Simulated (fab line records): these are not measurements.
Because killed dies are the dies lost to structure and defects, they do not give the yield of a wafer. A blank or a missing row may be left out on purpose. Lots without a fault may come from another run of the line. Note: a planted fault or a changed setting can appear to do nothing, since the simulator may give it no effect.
Which tool did it? | flow nandHarc | at 1 step of a route of 1302, 14 lots with 42 wafers sampled

== WHAT EACH GAUGE READ, for each wafer ==
NHARC_A_SLIT_INSPECT_11.
lot  | measured     | on               | rawDefectCount
L917 | day 20 07:22 | defectInspect-01 | 63 86 77
L918 | day 20 08:38 | defectInspect-02 | 58 61 77
L919 | day 20 20:44 | defectInspect-02 | 28 15 18
L922 | day 22 14:10 | defectInspect-01 | 70 82 74
L923 | day 23 07:07 | defectInspect-02 | 85 94 77
L925 | day 24 17:07 | defectInspect-01 | 13 20 8
L929 | day 24 17:19 | defectInspect-02 | 59 39 50
L932 | day 25 12:13 | defectInspect-01 | 47 55 53
L931 | day 25 13:00 | defectInspect-01 | 52 63 65
L933 | day 27 00:04 | defectInspect-01 | 31 23 21
L934 | day 27 11:59 | defectInspect-02 | 28 14 18
L935 | day 27 23:14 | defectInspect-02 | 70 65 57
L937 | day 28 09:49 | defectInspect-01 | 14 10 17
L939 | day 29 21:50 | defectInspect-01 | 36 48 40

== TOOL THAT RAN EACH LOT (tool first, then ch and the chambers of the sampled wafers, then the start) ==
Before these readings, the record contains no process step.

== WHAT THE TOOLS THEMSELVES READ (means of the sampled wafers that have a number; where no wafer has one, the mark that the record gives instead) ==
The record holds no such reading with a usual standard deviation.

== THE ANSWER, worked out from the rows above alone ==
Rule: usual is defined by the lots themselves. Put in order of their means at a reading, lots are off if they are a third of the lots or fewer, leave a main group of 4 or more, and stand apart from it by a gap of 3 or more times the standard deviation of the main group's means; of several such gaps the widest counts. A main group whose means are all the same, to the digits that the tables above print for the reading, isn't used. A lot without any number at a reading at which 4 lots or more have one is off too. Any other lot the step has rows for is counted as sound. The gauges are gone through in route order, then the tools' own readings, and for those a lot's mean is taken as printed above. The first step at which some lot is off is used, and at that step the reading that is off furthest; a lot without a number counts as furthest.
Nothing can be told from this: no lot is off at any reading shown.

== WHAT THE SIMULATOR HAD PUT IN ==
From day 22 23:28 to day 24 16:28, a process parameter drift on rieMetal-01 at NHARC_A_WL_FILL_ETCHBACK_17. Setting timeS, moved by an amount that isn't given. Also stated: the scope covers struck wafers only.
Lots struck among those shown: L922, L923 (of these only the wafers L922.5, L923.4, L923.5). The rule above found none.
